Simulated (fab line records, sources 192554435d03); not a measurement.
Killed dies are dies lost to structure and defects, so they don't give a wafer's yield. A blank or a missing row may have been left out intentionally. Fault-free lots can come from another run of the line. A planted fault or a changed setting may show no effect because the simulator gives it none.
Struck lot and sound lot, side by side ; flow n5_finfet ; 15 steps out of a route of 1938
Sound: the wafers L414.1, L414.2, L414.5. Struck: wafers L424.2, L424.4, L424.6. The cause comes at the end.
Per side, at each step with rows, come the tool, then ch with its chambers, and then its first start. Under that, the readings that differ: sound wafers ; struck wafers ; difference of the means ; sigmas: that difference in standard deviations of wafers without a fault.
alike: readings with means less than 2 such deviations apart, plus words and numbers identical on both sides. not compared: withheld readings, readings lacking a value on some wafer, bounds such as >300 that could conceal the same value, and numbers that have no deviation in the record and whose values overlap.
A row with sigmas, a row that says differs or no value, or rows on one side alone: a step with any of these is where the two part. Numbers that have no deviation but don't overlap get no sigmas and don't part them. A reading that every wafer of one side lacks parts them only if that side has two wafers or more.

first, 5 steps without rows for these wafers: N5_BEOL_M10_EBR_24; N5_BEOL_M10_SOFTBAKE_23 (time 60 s); N5_BEOL_M10_EXPOSE_25 (exposes mask V9); N5_BEOL_M10_PEB_26 (peb time 60 s); N5_BEOL_M10_DEVELOP_27 (develop time 30 s).
N5_BEOL_M10_CD_MEAS_28 targets a cd of 70 nm.
  sound on cd_sem-01 ch 0, day 10 16:22; struck on cd_sem-03 ch 0, day 14 03:44
  alike: cd_nm
N5_BEOL_M10_OVL_MEAS_29:
  sound on overlay-01 ch 0, day 10 16:24; struck on overlay-01 ch 0, day 14 03:46
  alike: V9_OVL
N5_BEOL_M10_INSPECT_30: inspects for defects (brightfield).
  sound on defect_inspect-01 at day 10 16:25; struck on defect_inspect-02 at day 14 03:48
reading;sound;struck;difference;sigmas
raw_defect_count;728 513 598;340 410 467;-207;-2
N5_BEOL_M10_DESCUM_33: chemistry O2, time 7.9 s.
  sound on rie_diel-02 ch 1,3, day 10 16:28; struck on rie_diel-02 ch 0,2, day 14 03:50
  alike: drypump_motor_current_A, oes_product_au, rf_fwd_power_W, rf_vpp_V, showerhead_plenum_p_Torr, throttle_valve_pct
  not compared: rf_hours_counter_h
N5_BEOL_M10_ETCH_65: etches SiARC in CF4, target depth 39 nm, time 65 s.
  sound on rie_diel-02 ch 1,3, day 10 16:29; struck on rie_diel-02 ch 0,2, day 14 03:52
  alike: drypump_motor_current_A, etch_rf_on_time_s, oes_product_au, rf_fwd_power_W, rf_vpp_V, showerhead_plenum_p_Torr, throttle_valve_pct
  not compared: rf_hours_counter_h
N5_BEOL_M10_ETCH_66: etches SOC in N2/H2, target depth 120 nm, overetch 24 nm, time 180 s.
  sound on rie_diel-02 ch 1,3, day 10 16:32; struck on rie_diel-02 ch 0,2, day 14 03:55
  alike: drypump_motor_current_A, oes_product_au, rf_fwd_power_W, rf_vpp_V, showerhead_plenum_p_Torr, throttle_valve_pct
  not compared: rf_hours_counter_h
then, 1 step without rows for these wafers: N5_BEOL_M10_STRIP_69 (strips in N2/H2).
N5_BEOL_M10_VIA_ETCH_34: etches SiCOH lowk in C4F6/O2, target depth 184.5 nm, time 69.2 s.
  sound on rie_diel-02 ch 1,3, day 10 16:40; struck on rie_diel-02 ch 0,2, day 14 04:02
reading;sound;struck;difference;sigmas
oes_f_703_au (a.u.);0.74 0.79 0.80;0.50 0.54 0.51;-0.26;-3
oes_o_777_au (a.u.);0.74 0.79 0.78;0.53 0.57 0.53;-0.23;-3
rf_fwd_power_W (W);342.4 340.1 342.2;259.0 258.1 258.7;-83.0;-69
rf_vpp_V (V);661 655 653;775 794 776;+125;+11
model.etch.depth_nm (nm);182.8 184.4 184.4;162.5 166.1 162.2;-20.3;
model.SOC_of_BEOL_M10_COAT_63.thk_nm (nm);91.8 91.6 91.6;92.6 92 92.6;+0.7;
  alike: O2_flow_sccm, drypump_motor_current_A, oes_product_au, showerhead_plenum_p_Torr, throttle_valve_pct
  not compared: rf_hours_counter_h
then, 1 step without rows for these wafers: N5_BEOL_M10_STRIP_73 (strips in C4F6/O2).
-- here the record skips 2 days between the struck wafers' starts before and after, leaving off in module BEOL_M10 and picking up in module PASSIVATION (first step shown: number 1936 of the route) --
N5_PASSIVATION_PROBE_49:
  rows exist in the record for the struck wafers here (prober-01, day 16 11:45), but not for the sound ones

WHERE THEY PART
Last at N5_PASSIVATION_PROBE_49 as far as this record goes, first at N5_BEOL_M10_INSPECT_30.

WHY: whatever the simulator had introduced
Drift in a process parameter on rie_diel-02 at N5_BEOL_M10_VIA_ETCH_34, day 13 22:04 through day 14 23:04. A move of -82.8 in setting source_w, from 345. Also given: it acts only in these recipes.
